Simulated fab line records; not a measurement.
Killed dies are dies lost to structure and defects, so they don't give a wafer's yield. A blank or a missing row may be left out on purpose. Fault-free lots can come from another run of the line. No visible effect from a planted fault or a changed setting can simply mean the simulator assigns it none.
The tool behind it: which one?	flow nand harc	13 lots, 39 wafers sampled, at 5 steps of a route of 1302

WHAT THE GAUGES READ, wafer by wafer
NHARC_P_M2_CD_MEAS_09: the cd target is 170 nm.
lot	measured	on	cd nm (nm)
L415	day 6 12:39	cd sem-03	169.9 170.6 169.9
L416	day 6 18:29	cd sem-02	169.5 169.8 168.9
L419	day 8 03:15	cd sem-02	169.1 169.8 170.0
L422	day 9 17:04	cd sem-01	170.8 169.7 170.4
L425	day 10 13:40	cd sem-01	169.3 171.9 170.6
L429	day 12 15:19	cd sem-01	171.0 170.2 169.6
L430	day 12 20:08	cd sem-03	169.0 170.2 169.7
L431	day 12 22:46	cd sem-03	169.9 169.0 171.3
L433	day 13 22:25	cd sem-02	171.1 169.9 170.0
L434	day 14 04:52	cd sem-03	170.0 170.1 169.1
L435	day 15 01:55	cd sem-01	169.4 169.1 168.5
L436	day 15 02:13	cd sem-02	169.3 170.2 170.0
L437	day 15 14:40	cd sem-01	170.2 170.2 170.7

NHARC_P_M2_OVL_MEAS_10: pitch 340 nm.
lot	measured	on	overlay x nm (nm)	overlay y nm (nm)
L415	day 6 12:44	overlay-02	0.1 0.9 0.4	-0.6 -1.2 -1.2
L416	day 6 18:34	overlay-02	-2.0 -1.8 -2.2	0.3 0.5 0.6
L419	day 8 03:20	overlay-01	-0.2 0.5 0.4	0.4 0.4 0.3
L422	day 9 17:08	overlay-02	0.3 -0.4 -0.9	0.3 0.8 0.4
L425	day 10 13:46	overlay-02	0.8 0.7 1.2	-0.6 -1.3 -0.5
L429	day 12 15:24	overlay-02	1.0 1.0 0.6	0.1 0.6 1.1
L430	day 12 20:13	overlay-02	0.4 -0.4 0.0	0.1 0.2 0.4
L431	day 12 22:52	overlay-01	-1.5 -1.4 -0.9	0.1 -0.5 -0.5
L433	day 13 22:31	overlay-02	0.2 -0.6 0.0	0.9 1.0 1.4
L434	day 14 04:58	overlay-02	-0.5 -1.1 -1.3	-0.1 0.4 0.3
L435	day 15 02:01	overlay-02	0.1 0.0 -0.3	0.0 -0.2 -0.3
L436	day 15 02:19	overlay-01	-1.0 -0.4 -0.9	0.3 0.5 0.7
L437	day 15 14:46	overlay-01	-0.4 -0.4 0.1	-0.1 -0.5 -0.4

WHICH TOOL RAN EACH LOT (tool, then ch and the chambers of the sampled wafers, then the start)
lot	NHARC_P_M1_PRE_CLEAN_30	NHARC_P_M1_DEP_33	NHARC_P_M2_EXPOSE_06
L415	pvd sputter-03, day 6 11:26 or earlier	pecvd-03 ch 0,1,2, day 6 11:26	arfi scanner-03 ch 0, day 6 12:31
L416	pvd sputter-01, day 6 17:13 or earlier	pecvd-03 ch 0,2, day 6 17:13	arfi scanner-02 ch 0, day 6 18:20
L419	pvd sputter-03, day 8 02:05 or earlier	pecvd-04 ch 1,2, day 8 02:05	arfi scanner-02 ch 0, day 8 03:07
L422	pvd sputter-02, day 9 15:48 or earlier	pecvd-01 ch 0,2, day 9 15:48	arfi scanner-03 ch 0, day 9 16:55
L425	pvd sputter-02, day 10 12:26 or earlier	pecvd-01 ch 0,1, day 10 12:26	arfi scanner-01 ch 0, day 10 13:32
L429	pvd sputter-02, day 12 14:14 or earlier	pecvd-01 ch 0,1, day 12 14:14	arfi scanner-02 ch 0, day 12 15:10
L430	pvd sputter-01, day 12 19:01 or earlier	pecvd-01 ch 0,1,2, day 12 19:01	arfi scanner-02 ch 0, day 12 19:59
L431	pvd sputter-01, day 12 21:41 or earlier	pecvd-03 ch 0,2, day 12 21:41	arfi scanner-02 ch 0, day 12 22:38
L433	pvd sputter-02, day 13 21:14 or earlier	pecvd-01 ch 0,2, day 13 21:14	arfi scanner-02 ch 0, day 13 22:17
L434	pvd sputter-02, day 14 03:48 or earlier	pecvd-04 ch 0,1, day 14 03:48	arfi scanner-02 ch 0, day 14 04:44
L435	pvd sputter-02, day 15 00:44 or earlier	pecvd-04 ch 0,1,2, day 15 00:44	arfi scanner-01 ch 0, day 15 01:47
L436	pvd sputter-01, day 15 00:58 or earlier	pecvd-03 ch 0,1, day 15 00:58	arfi scanner-03 ch 0, day 15 02:05
L437	pvd sputter-02, day 15 13:33 or earlier	pecvd-03 ch 0,1,2, day 15 13:33	arfi scanner-03 ch 0, day 15 14:32
- NHARC_P_M1_PRE_CLEAN_30: time 30 s.
- NHARC_P_M1_DEP_33: deposits SiCN, target thk 30 nm.
- NHARC_P_M2_EXPOSE_06: exposes mask P M2, target cd 170 nm.

AS READ BY THE TOOLS THEMSELVES (means over the sampled wafers that have a number; for cases with no such wafer, the mark the record gives instead)
NHARC_P_M1_PRE_CLEAN_30.
lot	tool	heater power w (W)
L415	pvd sputter-03	405
L416	pvd sputter-01	411
L419	pvd sputter-03	402
L422	pvd sputter-02	379
L425	pvd sputter-02	360
L429	pvd sputter-02	375
L430	pvd sputter-01	427
L431	pvd sputter-01	414
L433	pvd sputter-02	370
L434	pvd sputter-02	373
L435	pvd sputter-02	384
L436	pvd sputter-01	393
L437	pvd sputter-02	386

NHARC_P_M1_DEP_33.
lot	tool	heater power w (W)
L415	pecvd-03	604
L416	pecvd-03	612
L419	pecvd-04	448
L422	pecvd-01	604
L425	pecvd-01	640
L429	pecvd-01	623
L430	pecvd-01	604
L431	pecvd-03	612
L433	pecvd-01	635
L434	pecvd-04	550
L435	pecvd-04	478
L436	pecvd-03	473
L437	pecvd-03	532

THE ANSWER, worked out from the rows above alone
Rule: what is usual is taken from the lots themselves. Put in order of their means at a reading, lots are off if they are a third of the lots or fewer, leave a main group of 4 or more, and stand apart from it by a gap of 3 or more times the standard deviation of the main group's means; of several such gaps the widest counts. The tables above print the reading to a certain number of digits; a main group whose means all agree to those digits is not used. Also off: a lot with no number at a reading for which 4 or more lots have one. The other lots that the step has rows for count as sound. The gauges are gone through in route order, then the tools' own readings, and for those a lot's mean is taken as printed above. The first step at which some lot is off is used, and at that step the reading that is off furthest; a lot without a number counts as furthest.
Nothing can be told from this: no lot is off at any reading shown.

WHAT THE SIMULATOR PUT IN
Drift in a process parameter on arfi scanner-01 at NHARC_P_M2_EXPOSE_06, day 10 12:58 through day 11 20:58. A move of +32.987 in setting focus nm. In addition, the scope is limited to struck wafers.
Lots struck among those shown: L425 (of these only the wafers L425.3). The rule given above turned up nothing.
